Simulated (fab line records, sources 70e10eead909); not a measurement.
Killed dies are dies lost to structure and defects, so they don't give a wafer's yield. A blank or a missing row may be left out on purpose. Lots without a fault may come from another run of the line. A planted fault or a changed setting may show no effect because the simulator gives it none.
Chamber matching | flow nand_harc | NHARC_A_STAIRCASE_DESCUM_312 on rie_diel-08: 4 sister chambers
The step chemistry O2, time 3 s. 16 wafers are shown with their chamber, then 8 later ones without.

WAFERS WITH THEIR CHAMBER
wafer  | chamber | showerhead_plenum_p_Torr (Torr) | drypump_motor_current_A (A) | oes_product_au (a.u.)
L074.3 | 3       | 1.86                            | 5.5                         | 0.989
L074.4 | 1       | 1.85                            | 5.9                         | 1.006
L074.5 | 2       | 1.95                            | 6.5                         | 0.991
L076.2 | 0       | 1.80                            | 6.2                         | 0.987
L076.3 | 1       | 1.85                            | 5.9                         | 1.007
L076.4 | 3       | 1.86                            | 5.6                         | 0.999
L082.1 | 1       | 1.85                            | 5.9                         | 1.012
L082.4 | 0       | 1.80                            | 6.2                         | 1.002
L082.5 | 1       | 1.85                            | 5.9                         | 1.019
L086.2 | 2       | 1.94                            | 6.4                         | 0.984
L086.5 | 3       | 1.85                            | 5.5                         | 0.978
L086.6 | 0       | 1.80                            | 6.3                         | 0.982
L091.1 | 1       | 1.84                            | 5.9                         | 0.998
L091.2 | 3       | 1.85                            | 5.5                         | 0.990
L091.5 | 0       | 1.79                            | 6.2                         | 0.986
L092.2 | 3       | 1.85                            | 5.5                         | 0.986

SIGNATURES (means of the wafers above)
reading                  | chamber 0 | chamber 1 | chamber 2 | chamber 3 | scatter within a chamber
showerhead_plenum_p_Torr | 1.7975    | 1.8480    | 1.9450    | 1.8540    | 0.0052
drypump_motor_current_A  | 6.225     | 5.900     | 6.450     | 5.520     | 0.0413
oes_product_au           | 0.98925   | 1.00840   | 0.98750   | 0.98840   | 0.00778
Rule: a wafer's distance from a chamber is the root of the sum, over the readings, of the square of ((its reading less the chamber's mean) divided by the reading's scatter). The wafer belongs to the nearest chamber; if the next one is less than 2 further off, it can't be placed. The scatter: the root of (the sum of the squares of (reading less its chamber's mean) over the shown wafers, divided by (wafers less chambers)).

WAFERS WITHOUT THEIR CHAMBER
wafer  | showerhead_plenum_p_Torr (Torr) | drypump_motor_current_A (A) | oes_product_au (a.u.)
L092.3 | 1.84                            | 5.9                         | 1.004
L092.6 | 1.79                            | 6.2                         | 0.989
L095.2 | 1.94                            | 6.5                         | 0.991
L095.4 | 1.79                            | 6.3                         | 0.987
L095.6 | 1.85                            | 5.5                         | 0.977
L096.2 | 1.85                            | 5.5                         | 0.980
L096.4 | 1.84                            | 5.9                         | 1.013
L096.5 | 1.94                            | 6.5                         | 0.995

WHICH CHAMBER EACH WENT THROUGH
wafer  | from the rows above | in truth
L092.3 | 1                   | 1
L092.6 | 0                   | 0
L095.2 | 2                   | 2
L095.4 | 0                   | 0
L095.6 | 3                   | 3
L096.2 | 3                   | 3
L096.4 | 1                   | 1
L096.5 | 2                   | 2
Placed correctly: 8 of 8. Can't be placed from these rows: 0. Placed wrongly: 0.
